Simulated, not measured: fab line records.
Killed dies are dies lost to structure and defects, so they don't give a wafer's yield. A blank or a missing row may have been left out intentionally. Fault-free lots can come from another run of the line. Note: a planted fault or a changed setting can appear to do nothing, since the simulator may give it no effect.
Which tool did it?    flow n5Finfet    33 wafers from 11 lots sampled at 4 of the route's 1938 steps

WHAT THE GAUGES READ, wafer by wafer
The record lacks any reading of a measuring or inspecting step that a usual standard deviation could be used to judge.

WHICH TOOL RAN EACH LOT (tool, then ch and the chambers of the sampled wafers, then the start)
lot   N5_PMOS_HMC_CHANNEL_EPI_STRIP_17   N5_PASSIVATION_DESCUM_12           N5_PASSIVATION_DESCUM_32           N5_PASSIVATION_PROBE_49
L699  wetBench-05 ch 0,2,7, day 1 17:37  rieDiel-06 ch 0,1,2, day 12 01:48  rieDiel-02 ch 0,1,3, day 12 03:14  -
L702  wetBench-02 ch 1,3,5, day 2 11:43  rieDiel-01 ch 0,1,3, day 14 01:50  rieDiel-03 ch 1,2, day 14 03:11    -
L704  wetBench-02 ch 0,5,7, day 2 23:27  rieDiel-01 ch 1,2,3, day 13 17:53  rieDiel-03 ch 0,1, day 13 19:29    -
L705  wetBench-02 ch 0,1,2, day 3 05:24  rieDiel-06 ch 1,3, day 13 14:36    rieDiel-04 ch 0,2,3, day 13 17:49  -
L706  wetBench-02 ch 0,1,4, day 3 11:20  rieDiel-01 ch 0,2,3, day 14 07:05  rieDiel-02 ch 0,1,2, day 14 08:52  prober-01, day 14 13:50
L707  wetBench-05 ch 1,2,3, day 3 17:25  rieDiel-05 ch 0,1,3, day 14 06:04  rieDiel-02 ch 1,2,3, day 14 07:56  prober-02, day 14 13:05
L710  wetBench-05 ch 0,5,7, day 4 11:53  rieDiel-05 ch 0,1,2, day 15 08:50  rieDiel-04 ch 0,2, day 15 10:34    -
L717  wetBench-02 ch 1,3,5, day 6 06:43  rieDiel-05 ch 0,1,2, day 16 21:41  rieDiel-04 ch 0,1,3, day 16 23:23  -
L720  wetBench-05 ch 4,5,7, day 6 23:18  rieDiel-01 ch 1,2,3, day 17 11:56  rieDiel-02 ch 0,1,2, day 17 14:31  -
L721  wetBench-02 ch 1,2,7, day 7 06:36  rieDiel-01 ch 1,2, day 18 05:14    rieDiel-04 ch 0,2, day 18 06:53    -
L722  wetBench-02 ch 3,6,7, day 7 11:38  rieDiel-05 ch 1,2,3, day 18 09:53  rieDiel-04 ch 0,1,2, day 18 11:41  -
- N5_PMOS_HMC_CHANNEL_EPI_STRIP_17: strips in SPM, time 750 s.
- N5_PASSIVATION_DESCUM_12: chemistry O2, time 7.9 s.
- N5_PASSIVATION_DESCUM_32: chemistry O2, time 7.9 s.
- N5_PASSIVATION_PROBE_49

WHAT THE TOOLS THEMSELVES READ (means of the sampled wafers that have a number; where no wafer has one, the mark that the record gives instead)
N5_PASSIVATION_DESCUM_12.
lot   tool        biasPowerW (W)  chamberPressureMTorr (mTorr)  drypumpMotorCurrentA (A)  oesProductAu (a.u.)  rfFwdPowerW (W)  rfVppV (V)  showerheadPlenumPTorr (Torr)  throttleValvePct (%)
L699  rieDiel-06  19.99           19.977                        5.7                       0.82                 49.48            244.2       2.15                          20.51
L702  rieDiel-01  19.96           20.017                        5.8                       0.75                 49.79            244.4       2.18                          20.38
L704  rieDiel-01  20.01           20.021                        6.2                       0.72                 49.72            243.3       2.10                          20.26
L705  rieDiel-06  19.97           20.005                        6.1                       0.78                 49.61            242.8       2.10                          20.43
L706  rieDiel-01  20.01           20.003                        5.9                       0.72                 49.73            243.0       2.11                          20.43
L707  rieDiel-05  20.01           20.005                        5.8                       0.80                 49.71            243.8       2.12                          20.37
L710  rieDiel-05  19.97           19.992                        5.7                       0.85                 49.52            243.8       2.12                          20.29
L717  rieDiel-05  19.99           19.996                        5.7                       0.83                 49.44            243.0       2.11                          20.31
L720  rieDiel-01  19.97           19.983                        6.1                       0.80                 49.51            242.8       2.09                          20.19
L721  rieDiel-01  20.02           19.994                        6.4                       0.70                 49.60            242.3       2.03                          20.30
L722  rieDiel-05  20.02           20.017                        5.8                       0.89                 49.47            244.5       2.16                          20.18

N5_PASSIVATION_DESCUM_32.
lot   tool        biasPowerW (W)  chamberPressureMTorr (mTorr)  drypumpMotorCurrentA (A)  oesProductAu (a.u.)  rfFwdPowerW (W)  rfVppV (V)  showerheadPlenumPTorr (Torr)  throttleValvePct (%)
L699  rieDiel-02  19.96           19.997                        5.7                       0.70                 49.59            243.3       2.06                          20.41
L702  rieDiel-03  20.06           19.999                        5.3                       0.77                 49.69            243.3       2.10                          20.27
L704  rieDiel-03  20.03           19.999                        5.5                       0.73                 49.59            242.6       2.07                          20.29
L705  rieDiel-04  20.02           20.015                        6.2                       0.87                 49.53            244.2       2.19                          20.41
L706  rieDiel-02  20.01           19.990                        5.6                       0.95                 49.90            245.2       2.18                          20.19
L707  rieDiel-02  19.95           20.018                        5.7                       0.85                 49.85            244.0       2.12                          20.33
L710  rieDiel-04  20.04           19.998                        6.0                       0.87                 49.40            244.3       2.21                          20.31
L717  rieDiel-04  20.01           19.995                        6.5                       0.82                 49.45            243.1       2.12                          20.44
L720  rieDiel-02  19.99           20.013                        5.6                       0.88                 49.72            244.8       2.17                          20.24
L721  rieDiel-04  20.01           20.013                        6.3                       0.82                 49.56            244.7       2.21                          20.45
L722  rieDiel-04  19.96           19.984                        6.2                       0.83                 49.41            244.4       2.15                          20.35

N5_PASSIVATION_PROBE_49.
lot   tool       killed_at_M0_to_M3  killed_at_M4_up  killedAtContacts  killedAtFrontEnd  killedAtOther  killedDies  killedOpen  killedShort
L706  prober-01  73                  11               9                 75                3.3            172         81          52
L707  prober-02  32                  13               11                48                1.7            106         65          38

THE ANSWER, worked out from the rows above alone
Rule: usual is defined by the lots themselves. The widest of any qualifying gaps counts: lots, ordered by their means at a reading, are off when they make up no more than a third of the lots, leave a main group of 4 or more, and stand apart from it by 3 or more times the standard deviation of that group's means. Not used: any main group whose means are identical at the precision the tables above print for the reading. Also off: a lot with no number at a reading for which 4 or more lots have one. Any other lot the step has rows for is counted as sound. First the gauges in route order, then the tools' own readings, where a lot's mean is used as printed above. The first step at which some lot is off is used, and at that step the reading that is off furthest; a lot without a number counts as furthest.
No lot is off at any reading shown: from this, nothing can be told.

WHAT HAD BEEN PUT IN BY THE SIMULATOR
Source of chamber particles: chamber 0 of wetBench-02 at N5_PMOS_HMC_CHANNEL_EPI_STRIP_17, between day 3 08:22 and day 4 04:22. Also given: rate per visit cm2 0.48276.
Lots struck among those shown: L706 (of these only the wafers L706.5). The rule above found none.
